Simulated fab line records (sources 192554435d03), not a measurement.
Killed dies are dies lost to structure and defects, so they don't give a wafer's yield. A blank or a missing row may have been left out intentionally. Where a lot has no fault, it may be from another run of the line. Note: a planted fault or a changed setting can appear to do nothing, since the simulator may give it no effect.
fab line records	flow n5_finfet
[record] lots = 7	wafers = 39
route steps=1938 shown DUMMY_GATE@228 SD_EPI_N@275 HKMG_FIN@406 MOL_CONTACT_COAG@579
start_h: start of the lot's first displayed wafer, in hours after the record's first day	wait_h: hours from the lot's prior step to this one	" identical to the entry in the row above	L1.1+2: one row covering several wafers at once	- value missing, or start not given	* or withheld: withheld	< > ~ a bound
route shown NAME@n: NAME is a module with steps in the file, n the number in the route of the first one	usual: mean and standard deviation over wafers with no fault	same: alike in all rows	chamber/n: place in a boat	sites: per-site readings	_std_site: their standard deviation	_edge_site: outer sites' mean less inner sites'	radius_mm: for every site, how far away it sits from the centre of the wafer	mask NAME#n: copy n	behind: the most recent tool/chamber to have shaped the wafer	hold: why the lot went on hold/how many hours it stayed there/how the hold came to an end	device: names the non-switching transistor (n, p or np)	end of line: the route-end tests of the same wafers	where a step has no rows: the recipe by itself	killed: count of dies lost to structure and defects at first sort (not the wafer's yield)	map: dies across one wafer; x = killed, . = not, _ = none there
set.NAME: the run value of the setting; set.NAME@STEP: its run value at that earlier step	model.NAME: the simulator's own value behind a step, which no gauge read
lots where settings were altered on purpose, with a table for each step and a row for each wafer
[[steps]]
[step N5_DUMMY_GATE_EXPOSE_12]
[recipe] mask_id = GATE	na = 0.33	source_shape = annular	sigma_inner = 0.2	sigma_outer = 0.6	polarization = unpolarized	target_cd_nm = 25	dose_mj = 34
lot.wafer	tool	chamber	start_h	wait_h	mask	set.dose_mj
L079.1+2+3	euv_scanner-02	0	75.42	-	GATE#0	34
L079.4+5+6	"	0	"	"	GATE#0	36.48
L085.1+3+5	euv_scanner-01	0	115.72	-	GATE#0	36.72
L085.2+4+6	"	0	"	"	GATE#0	34
L086.1+2+3+4+5+6	euv_scanner-01	0	127.60	-	GATE#0	34
L087.1+2+5	euv_scanner-02	0	130.53	-	GATE#0	34
L087.3+4+6	"	0	"	"	GATE#0	34.76
L088.1+2+6	euv_scanner-01	0	131.66	-	GATE#0	34.7
L088.3+4+5	"	0	"	"	GATE#0	34
L092.3+4+6	euv_scanner-01	0	155.25	-	GATE#0	34
L097.1+4+6	euv_scanner-02	0	186.35	-	GATE#0	34
L097.2+3+5	"	0	"	"	GATE#0	36.41
[step N5_DUMMY_GATE_PEB_13]
[recipe] peb_temp_c = 100	peb_time_s = 60	resist = CAR-EUV
[step N5_DUMMY_GATE_DEVELOP_14]
[recipe] develop_time_s = 30	developer = TMAH	resist = CAR-EUV	rinse_liquid = surfactant_rinse	dry = air_spin	dev_temp_c = 23
[step N5_DUMMY_GATE_CD_MEAS_15]
[recipe] target_cd_nm = 25.8	landing_energy_ev = 500	detector = se_inlens
[usual] cd_nm = 24.92/0.26
lot.wafer	tool	chamber	start_h	wait_h	set.dose_mj@DUMMY_GATE_EXPOSE_12	cd_nm
L079.1	cd_sem-01	0	75.54	-	34	24.73
L079.2	"	0	"	"	34	24.86
L079.3	"	0	"	"	34	25.12
L079.4	"	0	"	"	36.48	23.56
L079.5	"	0	"	"	36.48	23.89
L079.6	"	0	"	"	36.48	23.91
L085.1	cd_sem-03	0	115.86	-	36.72	23.32
L085.2	"	0	"	"	34	24.78
L085.3	"	0	"	"	36.72	23.54
L085.4	"	0	"	"	34	24.98
L085.5	"	0	"	"	36.72	23.59
L085.6	"	0	"	"	34	25.22
L086.1	cd_sem-03	0	127.73	-	34	24.77
L086.2	"	0	"	"	34	24.56
L086.3	"	0	"	"	34	24.52
L086.4	"	0	"	"	34	25.12
L086.5	"	0	"	"	34	24.55
L086.6	"	0	"	"	34	24.94
L087.1	cd_sem-01	0	130.65	-	34	24.73
L087.2	"	0	"	"	34	24.67
L087.3	"	0	"	"	34.76	24.09
L087.4	"	0	"	"	34.76	24.60
L087.5	"	0	"	"	34	24.64
L087.6	"	0	"	"	34.76	24.52
L088.1	cd_sem-02	0	131.79	-	34.7	24.42
L088.2	"	0	"	"	34.7	24.38
L088.3	"	0	"	"	34	25.26
L088.4	"	0	"	"	34	24.95
L088.5	"	0	"	"	34	25.01
L088.6	"	0	"	"	34.7	24.69
L092.3	cd_sem-01	0	155.37	-	34	24.96
L092.4	"	0	"	"	34	25.39
L092.6	"	0	"	"	34	25.43
L097.1	cd_sem-02	0	186.48	-	34	24.85
L097.2	"	0	"	"	36.41	23.41
L097.3	"	0	"	"	36.41	23.90
L097.4	"	0	"	"	34	24.91
L097.5	"	0	"	"	36.41	23.76
L097.6	"	0	"	"	34	24.88
[step N5_DUMMY_GATE_STRIP_38]
[recipe] chemistry = N2/H2	temp_c = 40	n2_flow_sccm = 200	h2_flow_sccm = 200	rf_frequency_hz = 6e+07
[step N5_DUMMY_GATE_STRIP_39]
[recipe] chemistry = N2/H2	temp_c = 40	n2_flow_sccm = 200	h2_flow_sccm = 200	rf_frequency_hz = 6e+07
[step N5_DUMMY_GATE_TRIM_49]
[recipe] chemistry = O2	resist = SOC	time_s = 29	target_cd_nm = 14	source_power_w = 300	bias_power_w = 0	O2_flow_sccm = 100	temp_c = 20
lot.wafer	tool	chamber	start_h	wait_h	set.dose_mj@DUMMY_GATE_EXPOSE_12	model.DUMMY_GATE.cd_nm
L079.1	rie_si-02	0	76.05	0.0	34	14.2
L079.2	"	1	"	"	34	14
L079.3	"	3	"	"	34	13.8
L079.4	"	3	"	"	36.48	12.4
L079.5	"	1	"	"	36.48	13
L079.6	"	0	"	"	36.48	12.6
L085.1	rie_si-03	2	116.21	0.0	36.72	12.4
L085.2	"	3	"	"	34	13.4
L085.3	"	0	"	"	36.72	13
L085.4	"	1	"	"	34	14
L085.5	"	3	"	"	36.72	12.2
L085.6	"	0	"	"	34	14.2
L086.1	rie_si-02	2	128.08	0.0	34	13.4
L086.2+4	"	0,3	"	"	34	13.8
L086.3+6	"	1,2	"	"	34	14
L086.5	"	1	"	"	34	13.6
L087.1	rie_si-05	1	131.22	0.0	34	14.4
L087.2	"	2	"	"	34	13.8
L087.3	"	0	"	"	34.76	13.2
L087.4	"	3	"	"	34.76	14.2
L087.5	"	0	"	"	34	14
L087.6	"	1	"	"	34.76	13.6
L088.1+2	rie_si-05	0,2	132.14	0.0	34.7	13.6
L088.3	"	1	"	"	34	14
L088.4	"	3	"	"	34	14.2
L088.5	"	3	"	"	34	14.6
L088.6	"	2	"	"	34.7	13.2
L092.3	rie_si-02	0	155.72	0.0	34	14.8
L092.4+6	"	1,3	"	"	34	14.4
L097.1+6	rie_si-05	3	186.83	0.0	34	14.4
L097.2+5	"	0	"	"	36.41	12.2
L097.3	"	2	"	"	36.41	12.4
L097.4	"	1	"	"	34	13.8
[step N5_DUMMY_GATE_ETCH_31]
[recipe] chemistry = C4F6/O2	target = SiO2	mask_material = SOC	target_depth_a = 825	time_s = 27.5	ion_energy_ev = 250	pressure_mtorr = 30	source_w = 345	bias_w = 185	Ar_flow_sccm = 300	C4F6_flow_sccm = 10	O2_flow_sccm = 10
lot.wafer	tool	chamber	start_h	wait_h	set.target_depth_a	model.etch.depth_nm
L079.1	rie_diel-06	1	76.43	0.1	895.5	88.66
L079.2	"	2	"	"	825	80.05
L079.3	"	3	"	"	895.5	89.46
L079.4	"	3	"	"	825	83.3
L079.5	"	2	"	"	825	80.06
L079.6	"	1	"	"	895.5	88.96
L085.1	rie_diel-02	0	116.41	0.0	886.2	87.02
L085.2	"	3	"	"	825	79.83
L085.3	"	2	"	"	825	79.84
L085.4	"	1	"	"	886.2	85.36
L085.5	"	1	"	"	825	80.46
L085.6	"	2	"	"	886.2	86.67
L086.1	rie_diel-06	2	128.28	0.0	825	78.99
L086.2	"	0	"	"	825	84.71
L086.3	"	3	"	"	825	82.54
L086.4	"	1	"	"	735	72.01
L086.5	"	0	"	"	735	75.93
L086.6	"	1	"	"	735	73.21
L087.1	rie_diel-06	3	131.58	0.1	851.8	84.24
L087.2	"	2	"	"	825	79.29
L087.3	"	1	"	"	825	80.74
L087.4	"	0	"	"	851.8	86.93
L087.5	"	2	"	"	825	79.46
L087.6	"	1	"	"	851.8	83.46
L088.1	rie_diel-02	1	132.54	0.2	825	79.98
L088.2	"	2	"	"	825	80.98
L088.3	"	0	"	"	790	76.39
L088.4	"	3	"	"	825	80.45
L088.5	"	1	"	"	790	76.98
L088.6	"	2	"	"	790	76.61
L092.3	rie_diel-02	1	155.92	0.0	825	80.89
L092.4	"	2	"	"	825	81.97
L092.6	"	1	"	"	825	80.82
L097.1	rie_diel-06	3	187.03	0.0	825	82.2
L097.2	"	0	"	"	825	83.96
L097.3	"	2	"	"	825	79.64
L097.4	"	3	"	"	825	82.27
L097.5	"	2	"	"	825	80.3
L097.6	"	0	"	"	825	84.42
[step N5_DUMMY_GATE_STRIP_41]
[recipe] chemistry = O2	power_w = 400	temp_c = 40	pressure_mtorr = 30	rf_frequency_hz = 6e+07	bias_power_w = 0	overash_fraction = 0.3	o2_flow_sccm = 225
[step N5_DUMMY_GATE_HM_OPEN_21]
[recipe] chemistry = CH3F/O2	target = SiNx	target_depth_a = 1200	Ar_flow_sccm = 150	CH3F_flow_sccm = 30	O2_flow_sccm = 23	time_s = 171.4	pressure_mtorr = 30	source_w = 395	bias_w = 73	ion_energy_ev = 120.7
[step N5_DUMMY_GATE_ETCH_32]
[recipe] chemistry = CF4	target = SiO2	target_depth_a = 35	time_s = 3.9	ion_energy_ev = 350	pressure_mtorr = 10	icp_w = 800	bias_w = 400	cf4_flow_sccm = 80
[step N5_DUMMY_GATE_ETCH_23]
[recipe] chemistry = HBr/Cl2/O2	HBr_flow_sccm = 150	Cl2_flow_sccm = 80	O2_flow_sccm = 12	bias_w = 102	target_depth_a = 410	time_s = 22.3	target = poly-Si	mask_material = SiO2	pressure_mtorr = 10	icp_w = 800
[step N5_DUMMY_GATE_ETCH_44]
[recipe] chemistry = HBr/O2	over_etch_frac = 0.7	target_depth_a = 1275	stop_on = SiO2	ion_energy_ev = 60	bias_w = 20	target = poly-Si	mask_material = SiO2	pressure_mtorr = 20	icp_w = 400	HBr_flow_sccm = 120	O2_flow_sccm = 10
lot.wafer	tool	chamber	start_h	wait_h	set.dose_mj@DUMMY_GATE_EXPOSE_12	model.DUMMY_GATE.cd_nm
L079.1	rie_si-02	1	76.77	0.0	34	15.4
L079.2+3	"	3,0	"	"	34	14.8
L079.4	"	3	"	"	36.48	13.2
L079.5+6	"	0,1	"	"	36.48	13.6
L085.1+5	rie_si-02	3,0	116.75	0.0	36.72	13.2
L085.2	"	0	"	"	34	14.4
L085.3	"	2	"	"	36.72	13.8
L085.4	"	1	"	"	34	14.8
L085.6	"	1	"	"	34	15.4
L086.1	rie_si-05	1	128.62	0.0	34	14.2
L086.2+5	"	3,1	"	"	34	14.6
L086.3	"	0	"	"	34	15
L086.4	"	2	"	"	34	14.8
L086.6	"	0	"	"	34	15.2
L087.1	rie_si-03	0	131.92	0.0	34	15
L087.2	"	2	"	"	34	14.6
L087.3	"	1	"	"	34.76	14
L087.4	"	1	"	"	34.76	14.8
L087.5	"	2	"	"	34	14.8
L087.6	"	0	"	"	34.76	14.6
L088.1+2+6	rie_si-02	0,2,0	132.88	0.0	34.7	14.4
L088.3	"	1	"	"	34	15
L088.4	"	3	"	"	34	15.2
L088.5	"	3	"	"	34	15.6
L092.3	rie_si-05	2	156.26	0.0	34	16
L092.4	"	1	"	"	34	15.4
L092.6	"	3	"	"	34	15.2
L097.1+6	rie_si-03	1,2	187.37	0.0	34	15.2
L097.2	"	0	"	"	36.41	13
L097.3	"	2	"	"	36.41	13.6
L097.4	"	3	"	"	34	15
L097.5	"	3	"	"	36.41	13.4
[step N5_DUMMY_GATE_CD_MEAS_24]
[recipe] target_cd_nm = 15
[usual] cd_nm = 15.0/0.43
lot.wafer	tool	chamber	start_h	wait_h	set.dose_mj@DUMMY_GATE_EXPOSE_12	cd_nm
L079.1	cd_sem-01	-	76.88	0.1	34	15.2
L079.2	"	-	"	"	34	14.7
L079.3	"	-	"	"	34	14.7
L079.4	"	-	"	"	36.48	12.8
L079.5	"	-	"	"	36.48	13.5
L079.6	"	-	"	"	36.48	13.9
L085.1	cd_sem-01	-	116.86	0.1	36.72	13.4
L085.2	"	-	"	"	34	14.2
L085.3	"	-	"	"	36.72	14.0
L085.4	"	-	"	"	34	14.9
L085.5	"	-	"	"	36.72	13.2
L085.6	"	-	"	"	34	15.4
L086.1	cd_sem-01	-	128.73	0.1	34	14.2
L086.2	"	-	"	"	34	14.7
L086.3	"	-	"	"	34	14.8
L086.4	"	-	"	"	34	15.0
L086.5	"	-	"	"	34	14.3
L086.6	"	-	"	"	34	15.0
L087.1	cd_sem-03	-	132.03	0.1	34	15.4
L087.2	"	-	"	"	34	14.8
L087.3	"	-	"	"	34.76	14.4
L087.4	"	-	"	"	34.76	14.9
L087.5	"	-	"	"	34	14.7
L087.6	"	-	"	"	34.76	14.3
L088.1	cd_sem-03	-	132.99	0.1	34.7	14.3
L088.2	"	-	"	"	34.7	14.4
L088.3	"	-	"	"	34	14.8
L088.4	"	-	"	"	34	15.3
L088.5	"	-	"	"	34	15.4
L088.6	"	-	"	"	34.7	14.5
L092.3	cd_sem-03	-	156.37	0.1	34	15.8
L092.4	"	-	"	"	34	15.5
L092.6	"	-	"	"	34	15.4
L097.1	cd_sem-02	-	187.48	0.1	34	15.1
L097.2	"	-	"	"	36.41	12.7
L097.3	"	-	"	"	36.41	13.9
L097.4	"	-	"	"	34	15.2
L097.5	"	-	"	"	36.41	13.3
L097.6	"	-	"	"	34	15.0
[step N5_SD_EPI_N_ETCH_35]
[recipe] chemistry = N2/H2	target = SOC	overetch_a = 1080	mask_material = SiARC	temp_c = 40	ion_energy_ev = 100	source_w = 3000	bias_w = 133	pressure_mtorr = 20	time_s = 486	n2_flow_sccm = 200	h2_flow_sccm = 200
[usual] rf_vpp_V = 241.3/1.3
lot.wafer	tool	chamber	start_h	wait_h	set.source_w	rf_vpp_V	model.SiARC_of_SD_EPI_N_COAT_33.thk_nm
L079.1	rie_diel-01	0	78.67	0.0	3522	228.5	18
L079.2	"	3	"	"	3522	228.4	17.6
L079.3	"	2	"	"	3000	241.8	20
L079.4	"	3	"	"	3000	242.0	19.8
L079.5	"	0	"	"	3000	240.5	20.2
L079.6	"	2	"	"	3522	230.3	17.8
L085.1	rie_diel-01	3	118.49	0.0	2433	259.9	21.8
L085.2	"	2	"	"	3000	241.4	19.8
L085.3	"	1	"	"	3000	241.4	19.4
L085.4	"	0	"	"	2433	257.0	22.4
L085.5	"	0	"	"	2433	258.8	22.2
L085.6	"	3	"	"	3000	242.5	19.6
L086.1	rie_diel-01	2	130.12	0.0	3000	242.1	19.8
L086.2	"	1	"	"	2466	258.8	21.8
L086.3	"	0	"	"	3000	239.8	20
L086.4	"	3	"	"	3000	241.8	19.6
L086.5	"	0	"	"	2466	257.7	22.2
L086.6	"	3	"	"	2466	258.1	21.8
L087.1	rie_diel-05	3	133.60	0.0	3000	243.4	20
L087.2	"	0	"	"	3000	239.4	20
L087.3	"	2	"	"	3000	243.9	18.4
L087.4	"	1	"	"	3000	240.8	19.4
L087.5	"	2	"	"	3000	242.3	18.4
L087.6	"	1	"	"	3000	240.0	19.2
L088.1	rie_diel-03	2	134.55	0.0	3151	235.7	19.4
L088.2	"	3	"	"	3000	237.8	19.8
L088.3	"	0	"	"	3000	243.0	19.4
L088.4	"	3	"	"	3151	234.0	19.2
L088.5	"	2	"	"	3000	240.9	20.2
L088.6	"	0	"	"	3151	237.3	18.8
L092.3	rie_diel-05	3	157.95	0.0	3000	243.0	20.4
L092.4	"	1	"	"	3000	239.7	19.6
L092.6	"	3	"	"	3000	243.3	20.2
L097.1	rie_diel-05	1	188.95	0.0	2818	244.7	20.6
L097.2	"	0	"	"	2818	244.9	21.2
L097.3	"	2	"	"	3000	240.8	19
L097.4	"	3	"	"	3000	243.3	20.4
L097.5	"	2	"	"	2818	248.1	19.8
L097.6	"	3	"	"	3000	242.9	20.4
[step N5_HKMG_FIN_ETCH_58]
[recipe] chemistry = N2/H2	target = SOC	target_depth_a = 2158	ion_energy_ev = 50	bias_w = 13	time_s = 741	pressure_mtorr = 30	source_w = 875	n2_flow_sccm = 200	h2_flow_sccm = 200
[usual] rf_vpp_V = 99.3/0.96
lot.wafer	tool	chamber	start_h	wait_h	set.bias_w	rf_vpp_V
L079.1	rie_diel-05	2	105.30	0.0	13	100.7
L079.2	"	0	"	"	13	99.5
L079.3	"	1	"	"	10.79	88.0
L079.4	"	3	"	"	10.79	89.4
L079.5	"	3	"	"	13	99.9
L079.6	"	0	"	"	10.79	89.9
L085.1	rie_diel-03	3	140.65	0.0	13	99.1
L085.2	"	0	"	"	13	98.7
L085.3	"	2	"	"	13	99.4
L085.4	"	2	"	"	14.14	103.8
L085.5	"	3	"	"	14.14	104.5
L085.6	"	0	"	"	14.14	105.5
L086.1	rie_diel-03	1	153.65	0.0	13	98.1
L086.2	"	3	"	"	13	100.0
L086.3	"	0	"	"	14.17	106.3
L086.4	"	2	"	"	13	98.5
L086.5	"	2	"	"	14.17	106.1
L086.6	"	1	"	"	14.17	104.4
L087.1	rie_diel-03	1	156.78	0.0	13	98.4
L087.2	"	3	"	"	13	97.3
L087.3	"	2	"	"	13	99.7
L087.4	"	0	"	"	13	101.7
L087.5	"	3	"	"	13	97.7
L087.6	"	0	"	"	13	100.2
L088.1	rie_diel-01	3	158.68	0.0	13	97.3
L088.2	"	1	"	"	13	99.8
L088.3	"	0	"	"	13	99.5
L088.4	"	2	"	"	13	100.9
L088.5	"	1	"	"	13	99.6
L088.6	"	0	"	"	13	99.8
L092.3	rie_diel-03	2	180.32	0.0	13	98.5
L092.4	"	0	"	"	13	100.1
L092.6	"	0	"	"	13	100.0
L097.1	rie_diel-03	2	213.84	0.0	13	98.4
L097.2	"	3	"	"	13	98.3
L097.3	"	0	"	"	13	99.7
L097.4	"	1	"	"	13	99.9
L097.5	"	3	"	"	13	97.6
L097.6	"	0	"	"	13	99.3
[step N5_MOL_CONTACT_COAG_ALD_131]
[recipe] material = SiO2	target_thk_a = 50	temp_c = 100	ald_precursor_family = BDEAS	ald_co_reactant = O2-plasma	pulse_time_s = 1	co_reactant_pulse_time_s = 1	purge_time_s = 2	co_reactant_purge_time_s = 2	ald_cycles = 35	pressure_torr = 2
lot.wafer	tool	chamber	start_h	wait_h	set.ald_cycles	model.SiO2_of_MOL_CONTACT_COAG_ALD_131.thk_nm
L079.1+3+5	ald_sin-03	2,1,2	131.03	0.1	35	5
L079.2+4+6	"	3,0,3	"	"	32	4.6
L085.1+4	ald_sin-03	1,2	166.42	0.3	30	4.2
L085.2+3+5	"	0,3,3	"	"	35	5
L085.6	"	0	"	"	30	4.4
L086.1	ald_sin-03	0	177.95	0.7	30	4.4
L086.2+6	"	3,0	"	"	30	4.2
L086.3+4+5	"	2,1,1	"	"	35	5
L087.1+3+5	ald_sin-03	1,3,1	184.46	0.1	35	5
L087.2+4+6	"	2,0,2	"	"	38	5.4
L088.1+3	ald_sin-02	0,2	186.66	0.5	33	4.8
L088.2+4+5	"	3,1,1	"	"	35	5
L088.6	"	2	"	"	33	4.6
L092.3+4+6	ald_sin-02	2,1,2	206.82	0.2	35	5
L097.1	ald_sin-01	0	243.25	0.1	30	4.4
L097.2+4	"	3,1	"	"	30	4.2
L097.3+5+6	"	2,1,2	"	"	35	5
[step N5_MOL_CONTACT_COAG_ANNEAL_112]
[recipe] temp_c = 400	time_s = 1800	ambient = HPD2	pressure_atm = 10
[usual] wafer_temp_C_max = 401.3/0.31
lot.wafer	tool	chamber	start_h	wait_h	set.temp_c	wafer_temp_C_max
L079.1	hp_anneal-01	0	134.55	0.7	388.6	389.9
L079.2	"	0	"	"	388.6	389.4
L079.3	"	0	"	"	388.6	389.8
L079.4	"	0	"	"	388.6	389.9
L079.5	"	0	"	"	388.6	389.6
L079.6	"	0	"	"	388.6	390.0
L085.1	hp_anneal-01	0	169.28	0.0	408.9	409.5
L085.2	"	0	"	"	408.9	410.2
L085.3	"	0	"	"	408.9	410.1
L085.4	"	0	"	"	408.9	410.0
L085.5	"	0	"	"	408.9	410.3
L085.6	"	0	"	"	408.9	410.4
L086.1	hp_anneal-01	0	180.90	0.0	388.6	390.4
L086.2	"	0	"	"	388.6	390.2
L086.3	"	0	"	"	388.6	389.7
L086.4	"	0	"	"	388.6	389.6
L086.5	"	0	"	"	388.6	389.7
L086.6	"	0	"	"	388.6	389.7
L087.1	hp_anneal-01	0	187.29	0.0	400	400.8
L087.2	"	0	"	"	400	401.2
L087.3	"	0	"	"	400	401.5
L087.4	"	0	"	"	400	401.5
L087.5	"	0	"	"	400	401.0
L087.6	"	0	"	"	400	401.2
L088.1	hp_anneal-01	0	190.29	0.8	390.4	391.8
L088.2	"	0	"	"	390.4	391.9
L088.3	"	0	"	"	390.4	391.8
L088.4	"	0	"	"	390.4	391.7
L088.5	"	0	"	"	390.4	391.5
L088.6	"	0	"	"	390.4	391.3
L092.3	hp_anneal-01	0	212.09	2.2	400	401.2
L092.4	"	0	"	"	400	401.0
L092.6	"	0	"	"	400	401.1
L097.1	hp_anneal-01	0	247.33	0.0	389.1	390.6
L097.2	"	0	"	"	389.1	390.4
L097.3	"	0	"	"	389.1	390.2
L097.4	"	0	"	"	389.1	389.9
L097.5	"	0	"	"	389.1	390.3
L097.6	"	0	"	"	389.1	390.4
[[key]]
[split] step = N5_DUMMY_GATE_EXPOSE_12	setting = dose_mj	stated = 34	by = wafer
[response] step = N5_DUMMY_GATE_CD_MEAS_15	reading = cd_nm	change = -0.172	per = 1%	r = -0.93
[response] step = N5_DUMMY_GATE_TRIM_49	reading = model.DUMMY_GATE.cd_nm	change = -0.207	per = 1%	r = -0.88
[response] step = N5_DUMMY_GATE_ETCH_44	reading = model.DUMMY_GATE.cd_nm	change = -0.216	per = 1%	r = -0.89
[response] step = N5_DUMMY_GATE_CD_MEAS_24	reading = cd_nm	change = -0.21	per = 1%	r = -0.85
[split] step = N5_DUMMY_GATE_ETCH_31	setting = target_depth_a	stated = 825	by = wafer
[response] step = N5_DUMMY_GATE_ETCH_31	reading = model.etch.depth_nm	change = +0.864	per = 1%	r = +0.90
[split] step = N5_SD_EPI_N_ETCH_35	setting = source_w	stated = 3000	by = wafer
[response] step = N5_SD_EPI_N_ETCH_35	reading = rf_vpp_V	change = -0.848	per = 1%	r = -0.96
[response] step = N5_SD_EPI_N_ETCH_35	reading = model.SiARC_of_SD_EPI_N_COAT_33.thk_nm	change = -0.126	per = 1%	r = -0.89
[split] step = N5_HKMG_FIN_ETCH_58	setting = bias_w	stated = 13	by = wafer
[response] step = N5_HKMG_FIN_ETCH_58	reading = rf_vpp_V	change = +0.659	per = 1%	r = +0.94
[split] step = N5_MOL_CONTACT_COAG_ALD_131	setting = ald_cycles	stated = 35	by = wafer
[response] step = N5_MOL_CONTACT_COAG_ALD_131	reading = model.SiO2_of_MOL_CONTACT_COAG_ALD_131.thk_nm	change = +0.0503	per = 1%	r = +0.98
[split] step = N5_MOL_CONTACT_COAG_ANNEAL_112	setting = temp_c	stated = 400	by = lot
[response] step = N5_MOL_CONTACT_COAG_ANNEAL_112	reading = wafer_temp_C_max	change = *	per = 1%	r = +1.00
